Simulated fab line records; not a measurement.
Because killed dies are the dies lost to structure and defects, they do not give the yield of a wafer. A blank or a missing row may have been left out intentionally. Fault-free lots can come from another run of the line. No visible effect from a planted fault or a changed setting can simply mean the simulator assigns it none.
fab line records	flow nandHarc
[record] lots = 5	wafers = 15	lastDay = 34
route steps=1302 shown A_CONTACT@1086 END@1302
lots with no fault: from the same line, run without faults
startH: start of the lot's first displayed wafer, in hours after the record's first day	waitH: hours from the lot's prior step to this one	" as in the row above	L1.1+2: a single row standing in for several wafers	- no value, or no start was given	* or withheld: withheld	< > ~ a bound
route shown NAME@n: NAME is a module with steps in the file, n the number in the route of the first one	usual: mean/standard deviation taken from wafers without a fault	same: alike in all rows	chamber/n: place in a boat	sites: per-site readings	_std_site: their standard deviation	_edge_site: the outer-site mean with the inner-site mean subtracted	radiusMm: for every site, how far away it sits from the centre of the wafer	mask NAME#n: copy n	behind: tool/chamber where the wafer was last shaped	hold: reason for holding the lot/hours on hold/outcome of the hold	device: whichever transistor did not switch (one of n, p or np)	end of line: the tests these same wafers got at the end of their route	a step given without rows: its recipe and nothing more	killed: dies lost to structure and defects at the first sort, not the wafer's yield	map: the dies of a wafer, with x for killed, . for not killed, _ for no die there
set.NAME: setting as actually run; set.NAME@STEP: the setting as run at that earlier step	model.NAME: the simulator's own value behind a step, which no gauge read
lots at some steps of the route; a table a step, a row a wafer
services: a tool's chamber out of use, with start hour (startH, from the record's first day; less than 0 if before it), hours out, and reason
[[steps]]
[step NHARC_A_CONTACT_ETCH_134]
[recipe] sourceW = withheld	pressureMtorr = 20	biasV = withheld	timeS = 140	targetDepthA = 7000	arFlowSccm = withheld	c4f8FlowSccm = withheld	o2FlowSccm = withheld	chemistry = C4F8/O2/Ar
[usual] runLengthS = 141.5/0.31
[same] timeS = 140
lot.wafer	tool	chamber	startH	waitH	rfHoursCounterH	runLengthS
L585.3	harCapEtch-02	0	516.71	-	-	141.1
L585.5	"	0	"	"	-	141.6
L585.6	"	1	"	"	-	142.1
L587.3	harCapEtch-01	1	523.82	-	-	141.6
L587.6	"	0	"	"	-	142.0
L587.5	"	1	"	"	-	141.8
L601.2	harCapEtch-02	0	671.39	-	119	141.0
L601.5	"	0	"	"	-	141.0
L601.6	"	1	"	"	-	141.9
L606.1	harCapEtch-03	0	717.12	-	85	141.1
L606.3	"	1	"	"	-	141.2
L606.6	"	1	"	"	-	141.6
L608.2	harCapEtch-01	1	759.66	-	41	142.2
L608.4	"	0	"	"	-	141.3
L608.6	"	0	"	"	-	141.7
[step NHARC_A_CONTACT_ETCH_135]
[recipe] sourceW = withheld	pressureMtorr = 20	biasV = 1200	timeS = 311	targetDepthA = 19120	arFlowSccm = withheld	c4f8FlowSccm = withheld	o2FlowSccm = withheld	chemistry = C4F8/O2/Ar
[usual] runLengthS = 311/0
[same] timeS = 311
lot.wafer	tool	chamber	startH	waitH	rfHoursCounterH	runLengthS
L585.3	harCapEtch-02	0	516.94	0.2	-	311
L585.5	"	0	"	"	-	311
L585.6	"	1	"	"	-	311
L587.3	harCapEtch-01	1	524.06	0.2	-	311
L587.6	"	0	"	"	-	311
L587.5	"	1	"	"	-	311
L601.2	harCapEtch-02	0	671.59	0.2	119	311
L601.5	"	0	"	"	-	311
L601.6	"	1	"	"	-	311
L606.1	harCapEtch-03	0	717.33	0.2	85	311
L606.3	"	1	"	"	-	311
L606.6	"	1	"	"	-	311
L608.2	harCapEtch-01	1	759.87	0.2	41	311
L608.4	"	0	"	"	-	311
L608.6	"	0	"	"	-	311
[step NHARC_A_CONTACT_ETCH_136]
[recipe] sourceW = withheld	pressureMtorr = 20	biasV = 1200	timeS = 311	targetDepthA = 19120	arFlowSccm = withheld	c4f8FlowSccm = withheld	o2FlowSccm = withheld	chemistry = C4F8/O2/Ar
[step NHARC_A_CONTACT_ETCH_137]
[recipe] sourceW = withheld	pressureMtorr = 20	biasV = 1200	timeS = 311	targetDepthA = 19120	arFlowSccm = withheld	c4f8FlowSccm = withheld	o2FlowSccm = withheld	chemistry = C4F8/O2/Ar
[usual] runLengthS = 311/0
[same] timeS = 311
lot.wafer	tool	chamber	startH	waitH	rfHoursCounterH	runLengthS
L585.3	harCapEtch-02	0	517.48	0.2	-	311
L585.5	"	0	"	"	-	311
L585.6	"	1	"	"	-	311
L587.3	harCapEtch-01	1	524.60	0.2	-	311
L587.6	"	0	"	"	-	311
L587.5	"	1	"	"	-	311
L601.2	harCapEtch-02	0	672.12	0.2	120	311
L601.5	"	0	"	"	-	311
L601.6	"	1	"	"	-	311
L606.1	harCapEtch-03	0	717.87	0.2	86	311
L606.3	"	1	"	"	-	311
L606.6	"	1	"	"	-	311
L608.2	harCapEtch-01	1	760.42	0.2	42	311
L608.4	"	0	"	"	-	311
L608.6	"	0	"	"	-	311
[step NHARC_A_CONTACT_ETCH_138]
[recipe] sourceW = withheld	pressureMtorr = 20	biasV = 1200	timeS = 311	targetDepthA = 19140	arFlowSccm = withheld	c4f8FlowSccm = withheld	o2FlowSccm = withheld	chemistry = C4F8/O2/Ar
[usual] runLengthS = 311/0
[same] timeS = 311
lot.wafer	tool	chamber	startH	waitH	rfHoursCounterH	runLengthS
L585.3	harCapEtch-02	0	517.75	0.2	-	311
L585.5	"	0	"	"	-	311
L585.6	"	1	"	"	-	311
L587.3	harCapEtch-01	1	524.87	0.2	-	311
L587.6	"	0	"	"	-	311
L587.5	"	1	"	"	-	311
L601.2	harCapEtch-02	0	672.40	0.2	120	311
L601.5	"	0	"	"	-	311
L601.6	"	1	"	"	-	311
L606.1	harCapEtch-03	0	718.14	0.2	86	311
L606.3	"	1	"	"	-	311
L606.6	"	1	"	"	-	311
L608.2	harCapEtch-01	1	760.68	0.2	42	311
L608.4	"	0	"	"	-	311
L608.6	"	0	"	"	-	311
[step NHARC_A_CONTACT_ETCH_139]
[recipe] sourceW = withheld	pressureMtorr = 20	biasV = 400	timeS = 195	targetDepthA = 8400	arFlowSccm = withheld	c4f8FlowSccm = 11.5	o2FlowSccm = 7.2	chemistry = C4F8/O2/Ar
[step NHARC_A_CONTACT_ETCH_92]
[recipe] targetDepthA = 400	overEtchFrac = 0.5	timeS = 85.7	ionEnergyEv = 120	ch3fFlowSccm = 50	o2FlowSccm = 30	arFlowSccm = 200	rfW = 500	biasW = 100	chemistry = CH3F/O2
[step NHARC_A_CONTACT_ETCH_98]
[recipe] targetDepthA = 200	overEtchFrac = 0.5	timeS = 10	ionEnergyEv = 250	c4f6FlowSccm = 25	o2FlowSccm = 20	arFlowSccm = 500	rfW = 600	biasW = 500	chemistry = C4F6/O2
[usual] drypumpMotorCurrentA = 6.1/0.39	oesProductAu = 0.955/0.023	rfFwdPowerW = 586.8/2.5	rfVppV = 547/3.4	runLengthS = 31.17/0.29	showerheadPlenumPTorr = 3.92/0.16	throttleValvePct = 26.904/0.0092
[same] timeS = 10
lot.wafer	tool	chamber	startH	waitH	drypumpMotorCurrentA	oesProductAu	rfFwdPowerW	rfHoursCounterH	rfVppV	runLengthS	showerheadPlenumPTorr	throttleValvePct
L585.3	rieDiel-06	3	-	-	5.8	1.000	586.4	6	551	31.11	4.16	26.916
L585.6	"	0	"	"	6.3	1.009	585.0	-	549	31.04	4.06	26.900
L585.5	"	1	"	"	5.8	0.994	586.0	-	551	31.11	4.12	26.900
L587.3	rieDiel-01	1	-	-	5.6	0.946	585.2	48	548	31.37	3.95	26.879
L587.5	"	0	"	"	5.4	0.978	585.2	-	543	31.18	3.78	26.897
L587.6	"	1	"	"	5.6	0.940	586.5	-	547	31.52	3.95	26.907
L601.2	rieDiel-04	0	-	-	5.8	0.922	592.3	20	543	31.41	3.78	26.919
L601.5	"	3	"	"	6.5	0.920	584.8	-	547	31.03	3.94	26.896
L601.6	"	0	"	"	5.8	0.918	588.1	-	542	30.91	3.78	26.887
L606.1	rieDiel-04	3	-	-	6.5	1.002	585.3	0	547	31.23	3.93	26.922
L606.3	"	1	"	"	6.6	0.996	585.1	0	553	31.22	4.19	26.892
L606.6	"	3	"	"	6.5	1.002	584.5	-	546	31.41	3.93	26.887
L608.4	rieDiel-04	3	-	-	6.4	0.954	583.9	6	548	31.57	3.93	26.911
L608.2	"	0	"	"	5.8	0.917	588.4	6	543	31.65	3.77	26.913
L608.6	"	3	"	"	6.4	0.950	583.9	-	548	31.24	3.93	26.906
[step NHARC_A_CONTACT_CD_MEAS_15]
[usual] cdNm = 190.0/0.63
lot.wafer	tool	chamber	startH	waitH	cdNm
L585.3	cdSem-03	-	518.71	-	190.2
L585.5	"	-	"	"	190.9
L585.6	"	-	"	"	191.6
L587.3	cdSem-03	-	525.80	-	191.4
L587.5	"	-	"	"	191.1
L587.6	"	-	"	"	191.3
L601.2	cdSem-03	-	673.45	-	189.4
L601.5	"	-	"	"	188.5
L601.6	"	-	"	"	189.5
L606.1	cdSem-03	-	719.14	-	189.8
L606.3	"	-	"	"	189.7
L606.6	"	-	"	"	190.0
L608.2	cdSem-02	-	761.68	-	189.5
L608.4	"	-	"	"	190.2
L608.6	"	-	"	"	189.4
[step NHARC_A_CONTACT_STRIP_107]
[recipe] n2FlowSccm = 150	h2FlowSccm = 150	arFlowSccm = 0	biasW = 0	chemistry = N2/H2
[step NHARC_A_CONTACT_STRIP_108]
[recipe] cf4FlowSccm = 100	chf3FlowSccm = 30	arFlowSccm = 0	biasW = 0	chemistry = CF4/CHF3
[step NHARC_A_CONTACT_STRIP_109]
[recipe] o2FlowSccm = 400	cosFlowSccm = 20	arFlowSccm = 0	biasW = 0	chemistry = O2/COS
[step NHARC_A_CONTACT_ETCH_110]
[recipe] targetDepthA = 600	overetchA = 60	timeS = 33	ionEnergyEv = 100	cf4FlowSccm = 80	o2FlowSccm = 20	arFlowSccm = 0	rfW = 300	biasW = 100	chemistry = CF4/O2
[usual] cf4FlowSccm = 80.03/0.2	drypumpMotorCurrentA = 6.1/0.38	oes_f_703_au = 1.000/0.0045	oes_o_777_au = 1.000/0.004	oesProductAu = 0.996/0.011	rfFwdPowerW = 295.5/2	rfVppV = 197.6/1.5	runLengthS = 54.5/0.33	showerheadPlenumPTorr = 1.33/0.06	throttleValvePct = 13.398/0.0085
lot.wafer	tool	chamber	startH	waitH	cf4FlowSccm	drypumpMotorCurrentA	oes_f_703_au	oes_o_777_au	oesProductAu	rfFwdPowerW	rfHoursCounterH	rfVppV	runLengthS	showerheadPlenumPTorr	throttleValvePct
L585.3	rieDiel-04	0	519.00	0.1	79.79	5.8	1.000	0.999	1.001	297.5	34	197.2	54.6	1.29	13.390
L585.6	"	3	"	"	80.01	6.4	0.998	1.003	1.011	293.0	-	196.4	54.4	1.35	13.387
L585.5	"	0	"	"	80.14	5.8	0.993	0.995	0.999	297.0	-	196.3	54.2	1.29	13.383
L587.3	rieDiel-01	1	526.09	0.1	80.06	5.6	0.998	1.003	0.997	294.1	48	197.5	54.8	1.34	13.410
L587.5	"	2	"	"	79.95	5.9	0.997	1.004	1.000	293.5	-	197.6	53.9	1.32	13.407
L587.6	"	3	"	"	80.40	6.2	0.999	1.007	0.992	296.6	-	195.3	53.9	1.26	13.391
L601.2	rieDiel-04	0	673.74	0.1	80.25	5.8	1.003	1.006	0.972	-	20	197.0	52.0	1.28	13.388
L601.5	"	3	"	"	80.17	6.5	0.999	1.000	0.985	292.2	-	197.1	54.8	1.34	13.398
L601.6	"	0	"	"	79.85	5.8	0.996	0.992	0.974	-	-	196.0	52.3	1.28	13.393
L606.3	rieDiel-01	0	719.44	0.1	80.08	5.3	1.001	0.997	0.993	295.8	39	196.4	54.4	1.27	13.393
L606.1	"	2	"	"	80.16	5.9	1.004	1.005	0.990	290.8	48	196.9	53.7	1.31	13.401
L606.6	"	0	"	"	80.23	5.4	1.003	1.004	0.995	295.3	-	196.3	54.4	1.27	13.400
L608.2	rieDiel-04	1	761.98	0.1	79.89	6.6	0.999	0.995	0.994	297.2	5	199.7	54.4	1.43	13.412
L608.4	"	2	"	"	80.10	6.3	0.994	0.999	1.009	296.5	5	195.6	54.3	1.28	13.409
L608.6	"	0	"	"	80.14	5.8	0.996	1.004	0.994	297.6	-	197.2	54.1	1.28	13.393
[step NHARC_A_CONTACT_STRIP_26]
[recipe] o2FlowSccm = 500	arFlowSccm = 0	biasW = 0	chemistry = O2
[step NHARC_END_SORT_01]
[recipe] tempC = 25
[usual] killedAtArray = 55/15	killedAtOther = 1.0/1.2	killedAtPeriphery = 3.4/2.2	killedDies = 59/15	killedOpen = 3.2/2	killedShort = 2.5/1.7
[same] grossDies = 677
lot.wafer	tool	chamber	startH	waitH	killedAtArray	killedAtOther	killedAtPeriphery	killedDies	killedOpen	killedShort
L585.3	prober-02	0	566.24	3.1	52	0	2	54	3	4
L585.5	prober-02	0	567.86	3.7	53	0	1	54	2	0
L585.6	prober-02	0	568.67	4.0	65	0	3	68	8	5
L587.3	prober-02	0	574.07	3.1	53	2	1	56	2	2
L587.5	prober-02	0	575.64	3.6	44	2	2	48	3	2
L587.6	prober-02	0	576.42	3.9	45	1	5	51	4	7
L601.2	prober-02	0	722.28	5.1	169	3	4	176	4	1
L601.5	prober-02	0	724.68	6.0	60	2	8	70	8	3
L601.6	prober-02	0	725.48	6.3	176	2	3	181	4	1
L608.2	prober-02	0	808.65	2.8	41	0	10	51	7	2
L608.4	prober-02	0	810.26	3.4	37	0	4	41	3	3
L608.6	prober-02	0	811.86	4.0	44	0	4	48	1	2
// killed by level:class
L585.3 A_CHANNEL_HOLE_D1:chamberFilmFlake=24 A_CHANNEL_HOLE_D2:chamberFilmFlake=18 A_CONTACT:chamberFilmFlake=3 A_ONON_D1:geometricParticle:short=2 A_ONON_D2:geometricParticle:open=2 A_CHANNEL_HOLE_D1:geometricParticle:short=1 A_CHANNEL_FILL_D1:geometricParticle:open=1 A_ONON_D2:geometricParticle:short=1
L585.5 A_CHANNEL_HOLE_D1:chamberFilmFlake=25 A_CHANNEL_HOLE_D2:chamberFilmFlake=20 A_CHANNEL_HOLE_D1:unspecified=2 A_STAIRCASE:chamberFilmFlake=2 A_CONTACT:chamberFilmFlake=2 P_CONTACT:geometricParticle:open=1 A_CHANNEL_FILL_D2:geometricParticle:open=1 A_M0:chamberFilmFlake=1
L585.6 A_CHANNEL_HOLE_D2:chamberFilmFlake=36 A_CHANNEL_HOLE_D1:chamberFilmFlake=11 A_ONON_D1:geometricParticle:open=2 A_WL_FILL:geometricParticle:open=2 A_CHANNEL_HOLE_D1:unspecified=2 P_CONTACT:geometricParticle:open=1 P_M0:geometricParticle:open=1 A_ONON_D1:geometricParticle:short=1
L587.3 A_SLIT:chamberFilmFlake=26 A_CHANNEL_HOLE_D2:chamberFilmFlake=9 A_STAIRCASE:chamberFilmFlake=4 A_CONTACT:chamberFilmFlake=4 A_DECK1_JOINT:chamberFilmFlake=2 A_CONTACT:unspecified=2 THIN_TSV:chamberFilmFlake=2 A_ONON_D1:geometricParticle:short=1
L587.5 A_SLIT:chamberFilmFlake=22 A_CHANNEL_HOLE_D2:chamberFilmFlake=7 A_CHANNEL_HOLE_D1:chamberFilmFlake=6 A_DECK1_JOINT:chamberFilmFlake=2 A_CONTACT:unspecified=2 A_CONTACT:chamberFilmFlake=2 P_GATE:geometricParticle:open=1 A_ONON_D2:geometricParticle:open=1
L587.6 A_SLIT:chamberFilmFlake=22 A_CHANNEL_HOLE_D2:chamberFilmFlake=8 A_STAIRCASE:chamberFilmFlake=3 A_CHANNEL_HOLE_D1:chamberFilmFlake=2 A_DECK1_JOINT:chamberFilmFlake=2 P_STI:geometricParticle:short=1 P_GATE:geometricParticle:short=1 P_GATE:geometricParticle:open=1
L601.2 A_CONTACT:areaEtch=126 A_SLIT:chamberFilmFlake=28 A_CHANNEL_HOLE_D1:chamberFilmFlake=6 P_CONTACT:chamberFilmFlake=3 THIN_TSV:chamberFilmFlake=3 A_CONTACT:chamberFilmFlake=2 P_GATE:geometricParticle:open=1 A_CHANNEL_HOLE_D1:geometricParticle:open=1
L601.5 A_SLIT:chamberFilmFlake=33 A_CHANNEL_HOLE_D1:chamberFilmFlake=7 P_CONTACT:chamberFilmFlake=6 A_CONTACT:chamberFilmFlake=6 A_DECK1_JOINT:geometricParticle:open=3 A_CHANNEL_FILL_D1:chamberFilmFlake=3 THIN_TSV:chamberFilmFlake=2 P_CONTACT:geometricParticle:open=1
L601.6 A_CONTACT:areaEtch=117 A_SLIT:chamberFilmFlake=36 A_CHANNEL_HOLE_D1:chamberFilmFlake=10 A_CONTACT:chamberFilmFlake=4 P_CONTACT:chamberFilmFlake=3 A_WL_FILL:geometricParticle:open=2 THIN_TSV:chamberFilmFlake=2 A_CHANNEL_HOLE_D1:geometricParticle:short=1
L608.2 A_CHANNEL_HOLE_D1:chamberFilmFlake=13 A_SLIT:chamberFilmFlake=12 P_CONTACT:chamberFilmFlake=6 A_CONTACT:chamberFilmFlake=3 A_STAIRCASE:chamberFilmFlake=2 A_WL_FILL:chamberFilmFlake=2 P_STI:geometricParticle:open=1 P_M2:geometricParticle:open=1
L608.4 A_CHANNEL_HOLE_D1:chamberFilmFlake=15 A_SLIT:chamberFilmFlake=6 A_CONTACT:chamberFilmFlake=4 A_CHANNEL_HOLE_D2:chamberFilmFlake=4 P_CONTACT:chamberFilmFlake=2 P_CONTACT:geometricParticle:open=1 P_M1:geometricParticle:open=1 A_CHANNEL_HOLE_D1:geometricParticle:short=1
L608.6 A_CHANNEL_HOLE_D1:chamberFilmFlake=27 A_SLIT:chamberFilmFlake=9 A_CHANNEL_HOLE_D2:chamberFilmFlake=3 P_CONTACT:chamberFilmFlake=2 P_M0:geometricParticle:open=1 A_ONON_D1:geometricParticle:short=1 A_DECK1_JOINT:geometricParticle:short=1 P_BONDPAD:chamberFilmFlake=1
// map L601.6 (x killed, . not)
____________.____________
_________......._________
_______..........._______
______.x...........______
_____x...........x.._____
____x............x...____
____...............x.____
___...................___
___....x..............___
__.....x......x.....x..__
__....xx........x.x...x__
_............x..xxxx..x._
_............x.xxx.xx..._
_.......x......xxxx....._
_...x..........xxxxx...._
_........x.....xxxxxx.x._
.............x..xx.x.xx..
.............xx.xxx..xx..
...x.....x..x..x.xxxx....
..........x..x.x.x.x....x
..xx...x.....x..xx.x.....
_.x............xx.x..x.._
_.x..............x.xxxx._
_..............x...xx..._
_x.....xxxxx....x.xx..x._
_x..x....x...x.xx.x.xxxx_
__....x.x..x.x.x.xx...x__
__.xxx....x.x..xx..xxxx__
___........x.....x....___
___..x...x.....x...xxx___
____..xx.....xx...x.x____
____.x..xx..xx.xx...x____
_____.xx.x.x.xxx...x_____
______x.x...xxxx.x.______
_______x.x.x...xx._______
_________.xx..xx_________
____________x____________
// map L585.6 (x killed, . not)
____________.____________
_________..xx..._________
_______..xxxx....._______
______...x.........______
_____........x......_____
____.....xxxxx.......____
____..x..xxx.........____
___......xxxx.........___
___......xxxxx........___
__......xxxxxx.........__
__......xxx............__
_.x.......x............._
_x..........x..........._
_......................._
_........x.............._
_.............x.x...x..._
..................x......
..................x......
.........................
.........................
...............x.x.......
_......................._
_................x......_
_.............x........._
_......................._
_...x...........x......._
__x....................__
__.....................__
___...............x...___
___...xx..........x...___
____..x..........x...____
____.................____
_____x.....x........_____
______x..x.....x...______
_______xxx....x..._______
_________x......_________
____________.____________
[[services]]
tool	chamber	startH	hours	kind
rieDiel-06	-	493.45	9.0	pm
harCapEtch-01	-	498.62	17.0	pm
harCapEtch-01	0	498.62	17.1	ventCycle
harCapEtch-01	1	498.62	17.1	ventCycle
rieDiel-04	0	510.92	-	clean
rieDiel-04	1	510.92	-	clean
rieDiel-04	2	510.92	-	clean
rieDiel-04	3	510.92	-	clean
rieDiel-04	-	531.90	9.0	pm
rieDiel-04	0	531.90	9.0	ventCycle
rieDiel-01	-	560.43	9.0	pm
rieDiel-04	-	564.49	1.0	repair
rieDiel-06	0	602.28	4.5	repair
rieDiel-04	0	614.54	6.1	repair
harCapEtch-03	-	634.63	0.1	repair
rieDiel-06	-	670.45	9.0	pm
rieDiel-06	1	692.68	4.5	repair
rieDiel-01	0	695.30	22.5	repair
rieDiel-01	-	703.86	0.4	repair
rieDiel-04	-	709.17	9.0	pm
rieDiel-01	-	737.43	9.0	pm
harCapEtch-02	-	754.00	17.0	pm
harCapEtch-02	0	754.00	17.0	ventCycle
harCapEtch-02	1	754.00	17.0	ventCycle
[[key]]
[firstSign] step = NHARC_A_CONTACT_ETCH_110	reading = runLengthS	direction = down	sigmas = 7.2	usual = *	struck = *
[effect] step = NHARC_END_SORT_01	reading = killedDies	direction = up	sigmas = 8.1	usual = 59	struck = 178
[moreKillsBornAt] NHARC_A_CONTACT_ETCH_110@rieDiel-04 = 243
metAt NHARC_A_CONTACT_ETCH_110
struckWafers L601.2,L601.6
testerLeftOut L601
onsetBetween 519.00 673.74
[fault] kind = processParameterDrift	tool = rieDiel-04	chamber = 0	onsetH = 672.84	steps = NHARC_A_CONTACT_ETCH_110	channel = timeS	offset = *	shape = step	endH = 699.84	actsIn = *	stated = *
// testerLeftOut: of these lots the tester's yield and bins aren't shown, on N5 and GAA mostly nor the transistor test; their killed dies are dies lost to structure and defects alone, not to doping, threshold or leakage, so they don't give the yield
